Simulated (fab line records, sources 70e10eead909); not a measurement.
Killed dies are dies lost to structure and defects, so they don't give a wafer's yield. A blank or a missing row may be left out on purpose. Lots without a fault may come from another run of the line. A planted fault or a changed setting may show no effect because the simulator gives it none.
A struck lot beside a sound one | flow nand_harc | 42 steps out of a route of 1302
Sound: wafers L175.1, L175.3, L175.4. Struck: wafers L181.1, L181.3, L181.6. The cause comes at the end.
At each step with rows: each side's tool, then ch and its chambers, then its first start. Under that, the readings that differ: sound wafers | struck wafers | difference of the means | sigmas: that difference in standard deviations of wafers without a fault.
alike: readings whose means differ by less than 2 such deviations, and words and numbers that are the same on both sides. not compared: withheld readings, readings that some wafer has no value for, bounds like >300 that may hide the same value, and numbers for which the record gives no deviation and whose values overlap.
The two part at a step that has a row with sigmas, a row that says differs or no value, or rows on one side only. Numbers that don't overlap but have no deviation are shown without sigmas and don't part them. A reading that every wafer of one side lacks parts them only if that side has two wafers or more.

first, 8 steps without rows for these wafers: NHARC_THIN_TSV_DEHYDRATE_04 (time 120 s); NHARC_THIN_TSV_HMDS_05 (time 30 s); NHARC_THIN_TSV_COAT_06; NHARC_THIN_TSV_SOFTBAKE_07 (time 95 s); NHARC_THIN_TSV_EBR_08; NHARC_THIN_TSV_EXPOSE_09 (exposes mask TSV); NHARC_THIN_TSV_PEB_10 (peb time 85 s); NHARC_THIN_TSV_DEVELOP_11 (time 70 s).
NHARC_THIN_TSV_CD_MEAS_12: target cd 1000 nm.
  sound on cd_sem-02 ch 0, day 24 14:22; struck on cd_sem-01 ch 0, day 26 22:37
  alike: cd_nm
then, 1 step without rows for these wafers: NHARC_THIN_TSV_HARDBAKE_13 (time 80 s).
NHARC_THIN_TSV_DESCUM_14: chemistry O2, time 3 s.
  sound on rie_diel-05 ch 0,1,2, day 24 14:32; struck on rie_diel-01 ch 1,2, day 26 22:46
  alike: drypump_motor_current_A, oes_product_au, rf_vpp_V, showerhead_plenum_p_Torr, throttle_valve_pct
  not compared: rf_hours_counter_h
then, 1 step without rows for these wafers: NHARC_THIN_TSV_ETCH_44 (etches the open film in CF4/O2, target depth 1594.2 nm, time 797.1 s).
NHARC_THIN_TSV_ETCH_15: target depth 3000 nm, bosch target overetch cycles 2, bosch etch step 2.8 s.
  sound on rie_si-01 ch 1,2,3, day 24 15:11; struck on rie_si-01 ch 1,2,3, day 26 23:26
  alike: drypump_motor_current_A
  not compared: rf_hours_counter_h
NHARC_THIN_TSV_CD_MEAS_16:
  sound on cd_sem-03, day 24 15:20; struck on cd_sem-02, day 26 23:35
  alike: cd_nm
NHARC_THIN_TSV_STRIP_45: strips in O2.
  sound on plasma_asher-02 ch 0,1, day 24 15:27; struck on plasma_asher-01 ch 0,1, day 26 23:42
  alike: drypump_motor_current_A, heater_power_w
  not compared: rf_hours_counter_h
then, 6 steps without rows for these wafers: NHARC_THIN_TSV_STRIP_46 (strips in post etch residue remover, time 1200 s); NHARC_THIN_TSV_DEP_47 (deposits SiO2, target thk 200 nm); NHARC_THIN_TSV_ETCHBACK_48 (etches the open film in C4F8/Ar, target depth 1028.5 nm, time 405.17 s); NHARC_THIN_TSV_STRIP_62 (strips in N2/H2, time 20 s); NHARC_THIN_TSV_DEGAS_49 (time 120 s); NHARC_THIN_TSV_PRE_CLEAN_50 (time 30 s).
NHARC_THIN_TSV_PVD_19: deposits TaN, target thk 20 nm.
  sound on pvd_sputter-03; struck on pvd_sputter-01
  reading                | sound          | struck         | difference | sigmas
  throttle_valve_pct (%) | 31.2 32.1 31.6 | 29.4 30.2 28.8 | -2.2       | -2
  alike: chamber_pressure_pa
then, 3 steps without rows for these wafers: NHARC_THIN_TSV_PVD_51 (deposits Cu, target thk 100 nm); NHARC_THIN_TSV_ECD_20 (material Cu, target thk 2000 nm); NHARC_THIN_TSV_ANNEAL_52 (time 90 s).
NHARC_THIN_TSV_CMP_21: polishes, t overpolish 30 s, target thk 2000 nm.
  sound on cmp-01 ch 0,1,2, day 24 18:46; struck on cmp-01 ch 0,1,2, day 27 02:58
  alike: motor_current_A, overpolish_run_s, retaining_ring_pressure_frac
then, 2 steps without rows for these wafers: NHARC_THIN_TSV_SRD_23; NHARC_THIN_TSV_DEGAS_53 (time 60 s).
NHARC_THIN_TSV_PRE_CLEAN_54: time 30 s.
  sound on pvd_sputter-02, day 24 19:18; struck on pvd_sputter-02, day 27 03:28
  reading              | sound                | struck | difference                    | sigmas
  susceptor_temp_C (C) | 279.78 279.86 279.81 | - - -  | no value on the struck wafers |
  alike: heater_power_w
then, 10 steps without rows for these wafers: NHARC_THIN_TSV_PVD_55 (deposits TiN, target thk 50 nm); NHARC_THIN_TSV_PVD_24 (deposits Al, target thk 800 nm); NHARC_THIN_TSV_DEHYDRATE_25 (time 120 s); NHARC_THIN_TSV_HMDS_26 (time 30 s); NHARC_THIN_TSV_COAT_27; NHARC_THIN_TSV_SOFTBAKE_28 (time 95 s); NHARC_THIN_TSV_EBR_29; NHARC_THIN_TSV_EXPOSE_30 (exposes mask PAD); NHARC_THIN_TSV_PEB_31 (peb time 85 s); NHARC_THIN_TSV_DEVELOP_32 (time 70 s).
NHARC_THIN_TSV_CD_MEAS_33: target cd 5000 nm.
  sound on cd_sem-02 ch 0, day 24 20:14; struck on cd_sem-01 ch 0, day 27 04:32
  alike: cd_nm
then, 1 step without rows for these wafers: NHARC_THIN_TSV_HARDBAKE_34 (time 80 s).
NHARC_END_SORT_01:
  sound on prober-02 ch 0, day 25 05:53; struck on prober-01 ch 0, day 27 14:58
  reading                  | sound          | struck                                                                     | difference                   | sigmas
  hold                     | - - -          | await_dispo/4.1h/release await_dispo/4.1h/release await_dispo/4.1h/release | no value on the sound wafers |
  defect_limited_yield (%) | 88.8 89.8 88.0 | 85.5 80.5 80.9                                                             | -6.6                         | -3
  killed_at_other          | 8 4 3          | 32 74 74                                                                   | +55                          | +46
  killed_at_periphery      | 0 2 3          | 8 11 6                                                                     | +7                           | +3
  killed_dies              | 76 69 81       | 98 132 129                                                                 | +44                          | +3
  alike: killed_at_array, killed_open, killed_short

WHERE THEY PART
First at NHARC_THIN_TSV_PVD_19; last, within this record, at NHARC_END_SORT_01.

WHY: what the simulator had put in
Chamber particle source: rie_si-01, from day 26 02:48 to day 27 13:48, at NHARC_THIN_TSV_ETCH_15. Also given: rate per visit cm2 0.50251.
